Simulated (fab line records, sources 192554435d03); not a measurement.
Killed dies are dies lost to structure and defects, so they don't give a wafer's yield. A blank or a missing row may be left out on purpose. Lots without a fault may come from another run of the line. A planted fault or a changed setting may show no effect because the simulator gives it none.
Chamber matching | flow n5_finfet | N5_BEOL_M2_ETCHBACK_99 on rie_diel-01: 4 sister chambers
The step etches SiO2 in CHF3, target depth 5 nm, time 10.4 s. 4 wafers are shown with their chamber, then 10 later ones without.

WAFERS WITH THEIR CHAMBER
wafer  | chamber | showerhead_plenum_p_Torr (Torr)
L089.2 | 1       | 2.17
L089.4 | 3       | 2.16
L090.1 | 0       | 2.25
L090.4 | 2       | 2.09

WAFERS WITHOUT THEIR CHAMBER
wafer  | showerhead_plenum_p_Torr (Torr)
L090.5 | 2.09
L093.1 | 2.25
L093.3 | 2.16
L093.5 | 2.16
L096.1 | 2.15
L096.2 | 2.16
L096.3 | 2.08
L094.1 | 2.15
L094.4 | 2.15
L094.5 | 2.15

WHICH CHAMBER EACH WENT THROUGH
wafer  | from the rows above     | in truth
L090.5 | 2                       | 2
L093.1 | 0                       | 0
L093.3 | can't be placed: 3 or 1 | 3
L093.5 | can't be placed: 3 or 1 | 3
L096.1 | can't be placed: 3 or 1 | 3
L096.2 | can't be placed: 3 or 1 | 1
L096.3 | 2                       | 2
L094.1 | can't be placed: 3 or 1 | 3
L094.4 | can't be placed: 3 or 1 | 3
L094.5 | can't be placed: 3 or 1 | 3
Placed correctly: 3 of 10. Can't be placed from these rows: 7 (the true chamber is among the candidates in 7). Placed wrongly: 0.
How it was worked out, from the rows above alone: a wafer's distance from a chamber is the root of the sum, over the readings, of the square of ((its reading less the chamber's mean) divided by the reading's scatter). The wafer belongs to the nearest chamber; if the next one is less than 2 further off, it can't be placed. A chamber's mean is the mean of its shown wafers. The scatter: with one shown wafer a chamber, the root of the mean of the squares of how far each hidden wafer lies from its nearest shown one.
